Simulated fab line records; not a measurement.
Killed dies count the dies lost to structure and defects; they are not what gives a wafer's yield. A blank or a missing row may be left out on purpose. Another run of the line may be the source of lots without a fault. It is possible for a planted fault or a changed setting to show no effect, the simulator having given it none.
fab line records | flow nand_harc
record: lots: 7 wafers: 20 last_day: 33
route steps=1302 shown A_SGD_CUT@901 END@1302
lots untouched by any fault: they come from a run of this same line in which no faults occurred
start_h: the number of hours between the record's first day and the start of the first shown wafer of the lot | wait_h: how many hours have passed since the lot's step before this one | " repeats the value in the row above | L1.1+2: a single row standing in for several wafers | - no value, or no start was given | * or withheld: withheld | < > ~ a bound
route shown NAME@n: a module of which the file shows steps, and the number in the route of the first | usual: average and standard deviation across the fault-free wafers | same: alike in all rows | chamber/n: place in a boat | sites: each site's reading | _std_site: the standard deviation of these | _edge_site: mean of outer sites minus mean of inner sites | radius_mm: for every site, how far away it sits from the centre of the wafer | mask NAME#n: copy n | behind: tool/chamber where the wafer was last shaped | hold: why the lot went on hold/how many hours it stayed there/how the hold came to an end | device: which transistor (n, p or np) failed to switch | end of line: tests run on the same wafers once the route is complete | a step given without rows: its recipe and nothing more | killed: dies that structure and defects cost at the first sort, which is not the same as the wafer's yield | map: the dies of a wafer, with x for killed, . for not killed, _ for no die there
set.NAME: the setting the step ran with; set.NAME@STEP: the setting that earlier step ran with | model.NAME: the simulator's own value behind a step, which no gauge read
a table for each step, a row for each wafer; lots at some steps of the route
services: when a tool's chamber went out of use (start_h, in hours from the record's first day, below 0 if earlier), for how many hours, and the reason
== steps ==
step: NHARC_A_SGD_CUT_CD_MEAS_09
recipe: target_cd_nm: 100 landing_energy_ev: 500
usual: cd_nm: 100.0/0.66
columns lot.wafer tool chamber start_h wait_h cd_nm
L317.4 cd_sem-02 0 477.75 - 100.4
L317.5 " 0 " " 100.0
L317.6 " 0 " " 99.1
L319.3 cd_sem-01 0 523.12 - 101.2
L319.4 " 0 " " 99.9
L319.6 " 0 " " 100.0
L324.2 cd_sem-01 0 555.94 - 100.0
L324.3 " 0 " " 99.6
L324.5 " 0 " " 99.1
L326.1 cd_sem-01 0 580.69 - 100.4
L326.4 " 0 " " 99.6
L328.2 cd_sem-03 0 599.25 - 99.4
L328.5 " 0 " " 100.0
L328.6 " 0 " " 100.1
L330.3 cd_sem-01 0 609.57 - 100.8
L330.5 " 0 " " 99.8
L330.6 " 0 " " 99.3
L333.1 cd_sem-01 0 654.64 - 98.7
L333.4 " 0 " " 99.5
L333.5 " 0 " " 99.1
step: NHARC_A_SGD_CUT_OVL_MEAS_10
usual: overlay_x_nm: -0.1/0.69 overlay_y_nm: 0.0/0.85
columns lot.wafer tool chamber start_h wait_h overlay_x_nm overlay_y_nm
L317.4 overlay-01 - 477.83 - -0.5 0.5
L317.5 " - " " 0.1 0.0
L317.6 " - " " 0.2 -0.3
L319.3 overlay-02 - 523.22 - -1.2 -0.1
L319.4 " - " " -0.8 -0.3
L319.6 " - " " -0.9 -0.6
L324.2 overlay-01 - 556.03 - -0.5 0.2
L324.3 " - " " -0.6 0.5
L324.5 " - " " -0.5 0.6
L326.1 overlay-01 - 580.78 - 0.7 0.4
L326.4 " - " " 0.4 -0.2
L328.2 overlay-02 - 599.33 - 0.7 -0.4
L328.5 " - " " 0.4 -0.3
L328.6 " - " " 0.7 -0.8
L330.3 overlay-02 - 609.65 - -0.2 -1.0
L330.5 " - " " -0.6 -1.4
L330.6 " - " " -0.4 -1.5
L333.1 overlay-02 - 654.73 - -0.5 -0.1
L333.4 " - " " 0.1 -0.5
L333.5 " - " " -0.3 0.3
step: NHARC_A_SGD_CUT_INSPECT_11
usual: raw_defect_count: 58/35
columns lot.wafer tool chamber start_h wait_h raw_defect_count
L317.4 defect_inspect-02 - 477.87 0.0 93
L317.5 " - " " 83
L317.6 " - " " 85
L319.3 defect_inspect-01 - 523.26 0.0 102
L319.4 " - " " 118
L319.6 " - " " 105
L324.2 defect_inspect-01 - 556.06 0.0 67
L324.3 " - " " 52
L324.5 " - " " 59
L326.1 defect_inspect-01 - 580.82 0.0 11
L326.4 " - " " 17
L328.2 defect_inspect-01 - 599.37 0.0 10
L328.5 " - " " 21
L328.6 " - " " 17
L330.3 defect_inspect-02 - 609.69 0.0 15
L330.5 " - " " 17
L330.6 " - " " 33
L333.1 defect_inspect-02 - 654.77 0.0 18
L333.4 " - " " 33
L333.5 " - " " 31
step: NHARC_A_SGD_CUT_DESCUM_14
recipe: time_s: 3 o2_flow_sccm: 200 ar_flow_sccm: 0 bias_power_w: 0 chemistry: O2
usual: drypump_motor_current_A: 5.7/0.45 oes_product_au: 1.000/0.013 rf_vpp_V: 57.7/0.91 showerhead_plenum_p_Torr: 1.91/0.078 throttle_valve_pct: 11.310/0.0084
columns lot.wafer tool chamber start_h wait_h drypump_motor_current_A oes_product_au rf_hours_counter_h rf_vpp_V showerhead_plenum_p_Torr throttle_valve_pct
L317.4 rie_diel-05 0 477.95 0.1 6.1 1.009 3 57.8 2.01 11.316
L317.5 " 1 " " 5.3 0.993 - 59.7 2.03 11.328
L317.6 " 2 " " 5.2 0.993 - 57.4 2.04 11.309
L319.3 rie_diel-12 2 523.31 0.1 5.4 1.005 4 57.3 1.89 11.287
L319.4 " 1 " " 5.4 1.001 4 59.0 1.84 11.318
L319.6 " 2 " " 5.4 1.005 - 57.9 1.89 11.285
L324.3 rie_diel-01 3 556.12 0.1 5.6 0.975 16 58.8 1.94 11.311
L324.2 " 1 " " 6.7 0.997 15 58.9 1.93 11.321
L324.5 " 1 " " 6.7 1.006 - 58.4 1.93 11.301
L326.1 rie_diel-12 1 580.88 0.1 5.3 1.016 7 57.3 1.84 11.299
L326.4 " 0 " " 5.4 1.026 8 57.0 1.78 11.311
L328.2 rie_diel-05 3 599.43 0.1 5.3 1.012 0 58.5 1.89 11.313
L328.5 " 3 " " 5.3 1.016 - 58.1 1.89 11.316
L328.6 " 0 " " 6.2 0.987 - 57.9 2.00 11.312
L330.3 rie_diel-01 2 609.76 0.1 6.2 0.999 3 56.6 1.86 11.312
L330.5 " 1 " " 6.7 0.980 - 59.3 1.93 11.332
L330.6 " 2 " " 6.2 0.998 - 57.8 1.86 11.305
L333.4 rie_diel-01 3 654.83 0.1 5.6 1.000 6 58.7 1.94 11.302
L333.1 " 0 " " 6.1 1.018 6 57.0 1.86 11.297
L333.5 " 0 " " 6.1 1.014 - 56.2 1.87 11.316
step: NHARC_A_SGD_CUT_ETCH_58
recipe: target_depth_a: 390 over_etch_frac: 0.3 time_s: 65 ion_energy_ev: 80 cf4_flow_sccm: 150 ar_flow_sccm: 0 rf_w: 300 bias_w: 100 chemistry: CF4
usual: drypump_motor_current_A: 5.7/0.47 oes_product_au: 1.002/0.013 rf_vpp_V: 151.2/1.1 showerhead_plenum_p_Torr: 1.76/0.067 throttle_valve_pct: 13.284/0.0082
same: over_etch_frac: 0.3
columns lot.wafer tool chamber start_h wait_h drypump_motor_current_A oes_product_au rf_hours_counter_h rf_vpp_V showerhead_plenum_p_Torr throttle_valve_pct
L317.4 rie_diel-05 1 478.03 0.1 5.3 0.994 3 151.5 1.87 13.283
L317.5 " 2 " " 5.2 0.996 - 151.8 1.87 13.293
L317.6 " 3 " " 5.3 1.004 - 150.5 1.75 13.288
L319.4 rie_diel-12 0 523.41 0.1 5.4 1.015 5 150.6 1.66 13.304
L319.3 " 1 " " 5.4 1.008 4 150.0 1.71 13.286
L319.6 " 3 " " 5.5 1.003 - 150.7 1.68 13.284
L324.3 rie_diel-01 0 556.23 0.1 6.1 1.022 16 151.1 1.73 13.274
L324.2 " 1 " " 6.6 1.008 15 150.9 1.78 13.280
L324.5 " 0 " " 6.1 1.023 - 151.5 1.73 13.271
L326.4 rie_diel-12 0 580.97 0.1 5.3 1.018 8 150.5 1.66 13.285
L326.1 " 2 " " 5.4 0.982 8 152.7 1.75 13.285
L328.2 rie_diel-05 2 599.54 0.1 5.2 0.997 0 152.4 1.87 13.287
L328.5 " 3 " " 5.3 1.010 - 151.6 1.75 13.274
L328.6 " 0 " " 6.2 0.984 - 152.6 1.85 13.279
L330.3 rie_diel-01 2 609.85 0.1 6.2 1.001 3 151.0 1.72 13.281
L330.5 " 3 " " 5.6 1.002 - 150.8 1.79 13.295
L330.6 " 0 " " 6.1 1.009 - 151.2 1.73 13.294
L333.1 rie_diel-01 2 654.92 0.1 6.2 0.996 6 151.3 1.72 13.299
L333.4 " 3 " " 5.6 0.999 6 151.9 1.79 13.284
L333.5 " 1 " " 6.7 0.986 - 151.4 1.78 13.298
step: NHARC_A_SGD_CUT_ETCH_59
recipe: target_depth_a: 2600 over_etch_frac: 0.25 time_s: 406.25 ion_energy_ev: 200 n2_flow_sccm: 150 h2_flow_sccm: 150 ar_flow_sccm: 0 rf_w: 400 bias_w: 150 chemistry: N2/H2
usual: drypump_motor_current_A: 5.7/0.46 oes_product_au: 1.002/0.013 rf_vpp_V: 430.2/2.4 showerhead_plenum_p_Torr: 2.03/0.085 throttle_valve_pct: 14.170/0.0098
same: over_etch_frac: 0.25
columns lot.wafer tool chamber start_h wait_h drypump_motor_current_A oes_product_au rf_hours_counter_h rf_vpp_V showerhead_plenum_p_Torr throttle_valve_pct
L317.4 rie_diel-05 3 - - 5.3 1.015 4 430.9 2.02 14.163
L317.5 " 2 " " 5.2 0.997 - 433.0 2.17 14.176
L317.6 " 3 " " 5.3 1.016 - 429.5 2.02 14.166
L319.3 rie_diel-12 2 - - 5.4 1.013 4 431.2 2.02 14.148
L319.4 " 1 " " 5.3 1.015 4 428.1 1.96 14.169
L319.6 " 2 " " 5.4 1.010 - 430.3 2.02 14.165
L324.3 rie_diel-01 0 - - 6.1 1.029 16 429.6 1.99 14.182
L324.2 " 1 " " 6.7 1.012 16 430.7 2.06 14.166
L324.5 " 0 " " 6.1 1.027 - 431.2 1.99 14.177
L326.4 rie_diel-12 1 - - 5.4 1.011 8 428.9 1.96 14.173
L326.1 " 2 " " 5.4 0.995 8 430.4 2.02 14.178
L328.2 rie_diel-05 2 - - 5.2 0.993 0 432.9 2.17 14.157
L328.5 " 1 " " 5.3 0.983 - 433.9 2.17 14.173
L328.6 " 2 " " 5.2 0.990 - 434.4 2.17 14.162
L330.3 rie_diel-01 0 - - 6.1 1.012 3 429.2 1.99 14.185
L330.6 " 3 " " 5.7 1.008 - 431.9 2.07 14.163
L330.5 " 0 " " 6.1 1.009 - 429.9 1.99 14.190
L333.4 rie_diel-01 1 - - 6.6 0.991 6 430.9 2.05 14.171
L333.1 " 2 " " 6.2 0.993 6 430.2 1.98 14.185
L333.5 " 2 " " 6.2 0.982 - 430.1 1.98 14.178
step: NHARC_A_SGD_CUT_ETCH_15
recipe: target_depth_a: 750 time_s: 64.3 ch3f_flow_sccm: 50 o2_flow_sccm: 30 ar_flow_sccm: 200 rf_w: 500 bias_w: 100 chemistry: CH3F/O2
usual: drypump_motor_current_A: 5.7/0.46 oes_product_au: 0.967/0.019 rf_vpp_V: 263.7/1.6 showerhead_plenum_p_Torr: 2.45/0.095 throttle_valve_pct: 20.662/0.0089
columns lot.wafer tool chamber start_h wait_h drypump_motor_current_A oes_product_au rf_hours_counter_h rf_vpp_V showerhead_plenum_p_Torr throttle_valve_pct
L317.4 rie_diel-05 3 - - 5.3 0.986 4 263.6 2.43 20.662
L317.6 " 2 " " 5.2 0.954 - 265.0 2.61 20.648
L317.5 " 3 " " 5.3 0.988 - 262.3 2.43 20.675
L319.3 rie_diel-12 0 - - 5.3 0.995 5 260.7 2.30 20.686
L319.4 " 1 " " 5.3 0.996 4 262.5 2.37 20.673
L319.6 " 2 " " 5.4 0.976 - 263.9 2.43 20.662
L324.3 rie_diel-01 0 - - 6.1 0.979 16 263.9 2.40 20.651
L324.2 " 1 " " 6.6 0.962 16 263.3 2.48 20.665
L324.5 " 0 " " 6.1 0.981 - 262.7 2.40 20.647
L326.4 rie_diel-12 2 - - 5.4 0.946 8 264.2 2.43 20.669
L326.1 " 1 " " 5.4 0.968 8 261.6 2.37 20.669
L328.2 rie_diel-05 3 - - 5.3 0.970 0 265.1 2.43 20.656
L328.6 " 1 " " 5.3 0.959 - 266.7 2.61 20.666
L328.5 " 2 " " 5.2 0.983 - 267.8 2.61 20.658
L330.3 rie_diel-01 3 - - 5.6 0.991 3 265.1 2.49 20.654
L330.6 " 0 " " 6.1 0.985 - 263.0 2.40 20.666
L330.5 " 1 " " 6.6 0.963 - 265.3 2.47 20.659
L333.1 rie_diel-01 1 - - 6.6 0.974 6 262.3 2.47 20.680
L333.4 " 2 " " 6.2 0.974 6 262.3 2.39 20.671
L333.5 " 2 " " 6.2 0.982 - 264.2 2.39 20.664
step: NHARC_A_SGD_CUT_ETCH_16
recipe: target_depth_a: 3105 time_s: 155.2 c4f8_flow_sccm: withheld o2_flow_sccm: 8 ar_flow_sccm: withheld rf_w: 600 bias_w: 800 chemistry: C4F8/O2/Ar
step: NHARC_A_SGD_CUT_STRIP_60
recipe: c4f8_flow_sccm: withheld o2_flow_sccm: 8 ar_flow_sccm: withheld bias_w: 0 chemistry: C4F8/O2/Ar
step: NHARC_A_SGD_CUT_STRIP_17
recipe: o2_flow_sccm: 500 ar_flow_sccm: 0 bias_w: 0 chemistry: O2
step: NHARC_A_SGD_CUT_PRECLEAN_18
recipe: time_s: * temp_c: 50 bath_age_min: 0 chemistry: SC1
step: NHARC_A_SGD_CUT_SRD_19
step: NHARC_A_SGD_CUT_DEP_20
recipe: target_thk_a: 1500 temp_c: 65 material: SiO2
columns lot.wafer tool chamber start_h wait_h
L317.4+6+5 fcvd-02 1,1,0 479.10 -
L319.3+4+6 fcvd-02 1,0,0 524.51 0.2
L324.2+3+5 fcvd-02 0 557.40 -
L326.1+4 fcvd-02 0 582.03 -
L328.2+6+5 fcvd-02 1,0,1 600.58 -
L330.3+5+6 fcvd-01 1,1,0 610.93 -
L333.1+4+5 fcvd-02 1 655.97 -
step: NHARC_A_SGD_CUT_ANNEAL_27
recipe: temp_c: 450 time_s: 1800
step: NHARC_A_SGD_CUT_CMP_21
recipe: target_thk_nm: 148.19
usual: motor_current_A: 11.7/1.3 time_to_endpoint_s: 51.9/2.6
columns lot.wafer tool chamber start_h wait_h motor_current_A time_to_endpoint_s
L317.4 cmp-04 3 483.76 0.4 12.0 51.7
L317.6 " 0 " " 8.1 47.4
L317.5 " 1 " " 11.7 51.3
L319.4 cmp-04 3 529.27 0.4 12.7 52.1
L319.3 " 1 " " 12.3 52.3
L319.6 " 3 " " 12.7 53.0
L324.3 cmp-02 0 561.63 0.4 12.1 50.1
L324.2 " 1 " " 11.8 54.2
L324.5 " 0 " " 11.8 50.2
L326.4 cmp-02 1 586.68 0.4 12.2 52.7
L326.1 " 3 " " 13.5 52.4
L328.2 cmp-02 3 605.10 0.4 13.1 52.7
L328.6 " 1 " " 11.5 55.0
L328.5 " 2 " " 11.5 53.1
L330.3 cmp-01 1 615.53 0.4 10.0 49.3
L330.6 " 3 " " 12.6 50.5
L330.5 " 0 " " 12.7 52.0
L333.1 cmp-01 3 660.91 0.4 12.4 52.4
L333.4 " 2 " " 12.8 53.0
L333.5 " 3 " " 12.0 49.6
step: NHARC_A_SGD_CUT_THK_MEAS_22
recipe: thk_meas_gauge: ellipsometry
usual: thk_nm: 148.7/1.3
columns lot.wafer tool chamber start_h wait_h thk_nm
L317.4 film_metro-01 - 483.94 0.2 148.4
L317.5 " - " " 150.2
L317.6 " - " " 147.3
L319.3 film_metro-01 - 529.50 0.2 149.0
L319.4 " - " " 145.3
L319.6 " - " " 149.7
L324.2 film_metro-02 - 561.89 0.2 142.2
L324.3 " - " " 148.0
L324.5 " - " " 149.0
L326.1 film_metro-02 - 586.92 0.2 149.5
L326.4 " - " " 141.4
L328.2 film_metro-01 - 605.30 0.2 144.0
L328.5 " - " " 151.0
L328.6 " - " " 149.7
L330.3 film_metro-01 - 615.74 0.2 147.0
L330.5 " - " " 149.6
L330.6 " - " " 148.3
L333.1 film_metro-01 - 661.17 0.2 146.5
L333.4 " - " " 150.9
L333.5 " - " " 147.8
step: NHARC_A_SGD_CUT_SRD_23
step: NHARC_END_SORT_01
recipe: temp_c: 25
usual: killed_at_array: 61/26 killed_at_other: 0.8/1.1 killed_at_periphery: 4.0/2.6 killed_dies: 66/26 killed_open: 3.1/1.7 killed_short: 2.5/1.5
same: gross_dies: 677
columns lot.wafer tool chamber start_h wait_h killed_at_array killed_at_other killed_at_periphery killed_dies killed_open killed_short
L317.4 prober-01 0 601.69 3.4 68 0 1 69 2 2
L317.5 prober-01 0 602.49 3.7 59 3 3 65 0 4
L317.6 prober-01 0 603.29 4.0 62 0 2 64 2 2
L326.1 prober-01 0 710.62 2.5 22 1 2 25 3 4
L326.4 prober-01 0 713.04 3.4 19 1 5 25 1 1
L330.3 prober-02 0 740.26 3.1 33 1 9 43 6 0
L330.5 prober-02 0 741.88 3.7 32 2 13 47 5 0
L330.6 prober-02 0 742.69 4.0 46 1 9 56 5 2
L333.1 prober-01 0 780.26 2.5 38 2 1 41 2 2
L333.4 prober-01 0 782.66 3.4 44 3 5 52 3 3
L333.5 prober-01 0 783.46 3.7 43 4 3 50 4 1
killed by level:class
L317.4 A_CHANNEL_HOLE_D1:chamber_film_flake=31 A_STAIRCASE:chamber_film_flake=12 A_CHANNEL_HOLE_D2:chamber_film_flake=11 A_CHANNEL_FILL_D1:chamber_film_flake=9 A_CHANNEL_FILL_D1:geometric_particle:short=1 A_WL_FILL:geometric_particle:short=1 A_BLC:geometric_particle:open=1 A_M1:geometric_particle:open=1
L317.5 A_CHANNEL_HOLE_D1:chamber_film_flake=34 A_CHANNEL_HOLE_D2:chamber_film_flake=8 A_STAIRCASE:chamber_film_flake=7 HYBRID_BOND:chamber_film_flake=3 A_CHANNEL_FILL_D1:chamber_film_flake=2 A_WL_FILL:chamber_film_flake=2 A_CHANNEL_FILL_D1:geometric_particle:short=1 A_ONON_D2:geometric_particle:short=1
L317.6 A_CHANNEL_HOLE_D1:chamber_film_flake=27 A_STAIRCASE:chamber_film_flake=16 A_CHANNEL_HOLE_D2:chamber_film_flake=13 A_CONTACT:chamber_film_flake=2 P_CONTACT:geometric_particle:short=1 A_CHANNEL_HOLE_D1:geometric_particle:open=1 A_SGD_CUT:geometric_particle:short=1 A_WL_FILL:geometric_particle:open=1
L326.1 A_CHANNEL_HOLE_D1:chamber_film_flake=7 A_SLIT:chamber_film_flake=3 P_M0:chamber_film_flake=2 A_DECK1_JOINT:chamber_film_flake=2 A_CONTACT:chamber_film_flake=2 A_CHANNEL_HOLE_D1:geometric_particle:short=1 A_CHANNEL_FILL_D1:geometric_particle:open=1 A_CHANNEL_FILL_D1:geometric_particle:short=1
L326.4 A_CHANNEL_HOLE_D1:chamber_film_flake=11 P_M0:chamber_film_flake=4 A_DECK1_JOINT:chamber_film_flake=4 A_CONTACT:chamber_film_flake=2 A_CHANNEL_FILL_D2:geometric_particle:open=1 A_WL_FILL:geometric_particle:short=1 P_GATE:chamber_film_flake=1 THIN_TSV:chamber_film_flake=1
L330.3 A_CONTACT:chamber_film_flake=13 A_CHANNEL_HOLE_D1:chamber_film_flake=8 A_SLIT:chamber_film_flake=7 P_CONTACT:chamber_film_flake=4 P_M0:geometric_particle:open=2 P_STI:geometric_particle:open=1 P_CONTACT:geometric_particle:open=1 A_SGD_CUT:geometric_particle:open=1
L330.5 A_CHANNEL_HOLE_D1:chamber_film_flake=12 P_CONTACT:chamber_film_flake=7 A_CONTACT:chamber_film_flake=7 A_SLIT:chamber_film_flake=5 A_STAIRCASE:chamber_film_flake=4 P_M2:chamber_film_flake=3 THIN_TSV:chamber_film_flake=2 P_M0:geometric_particle:open=1
L330.6 A_CHANNEL_HOLE_D1:chamber_film_flake=18 A_CONTACT:chamber_film_flake=11 A_SLIT:chamber_film_flake=5 P_CONTACT:chamber_film_flake=4 A_STAIRCASE:chamber_film_flake=3 A_CHANNEL_FILL_D1:geometric_particle:open=2 P_M2:chamber_film_flake=2 A_DECK1_JOINT:chamber_film_flake=2
L333.1 A_CHANNEL_HOLE_D1:chamber_film_flake=13 A_SLIT:chamber_film_flake=8 A_CONTACT:chamber_film_flake=7 A_CHANNEL_FILL_D1:chamber_film_flake=2 A_STAIRCASE:chamber_film_flake=2 P_M0:geometric_particle:short=1 A_ONON_D2:geometric_particle:open=1 A_ONON_D2:geometric_particle:short=1
L333.4 A_CHANNEL_HOLE_D1:chamber_film_flake=19 A_SLIT:chamber_film_flake=7 A_CONTACT:chamber_film_flake=7 P_GATE:chamber_film_flake=2 A_CHANNEL_FILL_D1:chamber_film_flake=2 A_CHANNEL_FILL_D2:chamber_film_flake=2 THIN_TSV:chamber_film_flake=2 P_GATE:geometric_particle:open=1
L333.5 A_CHANNEL_HOLE_D1:chamber_film_flake=19 A_SLIT:chamber_film_flake=8 A_CONTACT:chamber_film_flake=5 P_BONDPAD:chamber_film_flake=3 A_STAIRCASE:chamber_film_flake=3 THIN_TSV:chamber_film_flake=3 A_M1:geometric_particle:open=2 A_CHANNEL_HOLE_D2:chamber_film_flake=2
== services ==
columns tool chamber start_h hours kind
rie_diel-12 - 461.58 1.1 repair
cmp-02 - 467.69 15.1 repair
cmp-01 - 479.50 4.0 pm
rie_diel-12 1 483.84 15.0 repair
cmp-01 - 502.15 3.1 repair
cmp-04 - 503.19 4.0 pm
rie_diel-05 0 503.77 4.8 repair
fcvd-01 1 505.13 12.2 repair
cmp-02 - 526.66 4.0 pm
rie_diel-12 2 546.67 2.7 repair
cmp-04 - 553.94 3.1 repair
rie_diel-01 2 554.58 22.1 repair
rie_diel-01 - 557.80 9.0 pm
cmp-01 - 558.45 1.2 repair
cmp-04 - 573.63 1.1 repair
cmp-04 - 574.76 26.8 repair
cmp-01 - 577.50 4.0 pm
rie_diel-05 - 583.60 9.0 pm
rie_diel-12 - 622.40 9.0 pm
cmp-02 - 624.67 4.0 pm
cmp-01 - 628.86 2.0 repair
fcvd-02 - 631.00 13.0 pm
rie_diel-12 - 646.87 0.3 repair
rie_diel-12 2 656.59 1.2 repair
== key ==
first_sign: step: NHARC_A_SGD_CUT_THK_MEAS_22 reading: thk_nm direction: down sigmas: 4.6 usual: 148.7 struck: 142.5
effect none on later readings
met_at NHARC_A_SGD_CUT_DEP_20
struck_wafers L324.2,L326.4,L328.2
tester_left_out L324,L326,L328
onset_between 524.51 557.40
fault: kind: process_parameter_drift tool: fcvd-02 chamber: - onset_h: 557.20 steps: NHARC_A_SGD_CUT_DEP_20 channel: target_thk_a offset: * shape: step end_h: 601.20 scope: struck_wafers_only acts_in: * stated: *
tester_left_out: of these lots the tester's yield and bins aren't shown, on N5 and GAA mostly nor the transistor test; their killed dies are dies lost to structure and defects alone, not to doping, threshold or leakage, so they don't give the yield
